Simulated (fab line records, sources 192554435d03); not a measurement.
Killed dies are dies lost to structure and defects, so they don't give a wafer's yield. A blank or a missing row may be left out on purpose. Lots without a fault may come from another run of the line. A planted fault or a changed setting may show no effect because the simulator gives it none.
Split-lot experiment | flow n5_finfet | 7 lots, 39 wafers read, on a route of 1938 steps

THE SPLIT
At N5_BEOL_M5_PECVD_70 (deposits SiO2 from TEOS/O2, target thk 16 nm, time 18 s), the setting time_s was moved away from the recipe's 18 s on 9 of the 39 wafers read, by -52.3% to +55.5%. The other wafers ran this setting at the recipe's value.

The reading is taken at the split's own step.

THE READING
SiO2_of_BEOL_M5_PECVD_70.thk_nm (the simulator's own value, which no gauge read), in nm, at N5_BEOL_M5_PECVD_70 (deposits SiO2 from TEOS/O2, target thk 16 nm, time 18 s). The file gives no usual value for it. The 30 wafers here that ran the recipe average 16.0 nm, standard deviation 0.28 nm.

wafer  | tool, chamber at the split | time_s as run, s | against the recipe | SiO2_of_BEOL_M5_PECVD_70.thk_nm, nm | against lot-mates on the recipe
L074.1 | pecvd-02, 2                | 18               | recipe             | 15.8                                | -
L074.4 | pecvd-02, 2                | 18               | recipe             | 16                                  | -
L074.6 | pecvd-02, 2                | 18               | recipe             | 16                                  | -
L075.1 | pecvd-04, 0                | 18               | recipe             | 15.6                                | -
L075.2 | pecvd-04, 2,1              | 18               | recipe             | 16                                  | -
L075.3 | pecvd-04, 2,1              | 18               | recipe             | 16                                  | -
L075.4 | pecvd-04, 1                | 18               | recipe             | 16.4                                | -
L075.5 | pecvd-04, 0,2              | 18               | recipe             | 16.2                                | -
L075.6 | pecvd-04, 0,2              | 18               | recipe             | 16.2                                | -
L083.1 | pecvd-02, 0                | 18               | recipe             | 15.6                                | -
L083.2 | pecvd-02, 2,0              | 18               | recipe             | 16                                  | -
L083.4 | pecvd-02, 2,0              | 18               | recipe             | 16                                  | -
L083.3 | pecvd-02, 1,2              | 27.99            | +55.5%             | 24.8                                | +8.9
L083.5 | pecvd-02, 1,2              | 27.99            | +55.5%             | 24.8                                | +8.9
L083.6 | pecvd-02, 1                | 27.99            | +55.5%             | 25                                  | +9.1
L084.1 | pecvd-04, 0                | 18               | recipe             | 15.8                                | -
L084.2 | pecvd-04, 2,1              | 18               | recipe             | 16                                  | -
L084.3 | pecvd-04, 2,1              | 18               | recipe             | 16                                  | -
L084.4 | pecvd-04, 1,2,0            | 18               | recipe             | 16.4                                | -
L084.5 | pecvd-04, 1,2,0            | 18               | recipe             | 16.4                                | -
L084.6 | pecvd-04, 1,2,0            | 18               | recipe             | 16.4                                | -
L091.1 | pecvd-03, 1                | 18               | recipe             | 16.2                                | -
L091.2 | pecvd-03, 0,2              | 18               | recipe             | 15.6                                | -
L091.3 | pecvd-03, 0,2              | 18               | recipe             | 15.6                                | -
L091.4 | pecvd-03, 1                | 18               | recipe             | 16.4                                | -
L091.5 | pecvd-03, 0,2              | 18               | recipe             | 15.8                                | -
L091.6 | pecvd-03, 0,2              | 18               | recipe             | 15.8                                | -
L093.1 | pecvd-02, 2                | 18               | recipe             | 16                                  | -
L093.2 | pecvd-02, 0,1,0            | 8.778            | -51.2%             | 8.2                                 | -8.1
L093.3 | pecvd-02, 0,1,0            | 8.778            | -51.2%             | 8.2                                 | -8.1
L093.6 | pecvd-02, 0,1,0            | 8.778            | -51.2%             | 8.2                                 | -8.1
L093.4 | pecvd-02, 2                | 18               | recipe             | 16.2                                | -
L093.5 | pecvd-02, 1                | 18               | recipe             | 16.6                                | -
L094.1 | pecvd-04, 2                | 18               | recipe             | 16                                  | -
L094.2 | pecvd-04, 1                | 8.586            | -52.3%             | 7.6                                 | -8.5
L094.3 | pecvd-04, 0                | 18               | recipe             | 15.8                                | -
L094.4 | pecvd-04, 1                | 8.586            | -52.3%             | 8                                   | -8.1
L094.5 | pecvd-04, 2                | 18               | recipe             | 16.4                                | -
L094.6 | pecvd-04, 0                | 8.586            | -52.3%             | 7.8                                 | -8.3
Where a row lists several chambers, the file gives one row for several wafers and doesn't say which wafer went through which chamber.

THE FIT
A straight line over all 39 wafers: SiO2_of_BEOL_M5_PECVD_70.thk_nm changes by +0.157 nm for each +1% of time_s; r = +1.00; the points scatter about the line by 0.26 nm.
The same after taking each lot's own level away (the mean of its wafers on the recipe; 39 wafers): +0.16 nm for each +1%; r = +1.00; scatter 0.23 nm.
On that fit, the largest move of time_s shifts the reading by 8.9 nm.
The lots' own levels span 15.87 to 16.27 nm, that is 1.5 times the standard deviation above.
So the lot-to-lot level changes the slope little: the two slopes agree.
Check: with one of the wafers moved furthest among these (+55.5%) left out of the fit, the line predicts +8.87 nm for it against its lot-mates. It came out at +8.93 nm against them.

OTHER SPLITS ON THESE WAFERS
These wafers also went through other splits before the reading. Each is held against what the fit with the lots' levels taken away leaves over:
other split on the same wafers | wafers away from the commonest value | r with SiO2_of_BEOL_M5_PECVD_70.thk_nm (lot level and that fit taken away)
N5_FIN_SAQP_ETCH_65 time_s     | 15                                   | -0.21
N5_FIN_CUT_CUT_ETCH_15 time_s  | 18                                   | -0.03
N5_HKMG_FIN_ETCH_55 time_s     | 12                                   | +0.16
N5_GATE_CUT_DESCUM_18 time_s   | 15                                   | -0.18
N5_BEOL_M1_ALD_98 ald_cycles   | 18                                   | +0.06

THE FILE'S OWN FIT
SiO2_of_BEOL_M5_PECVD_70.thk_nm changes by +0.159 nm for each +1% of time_s, r = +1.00.
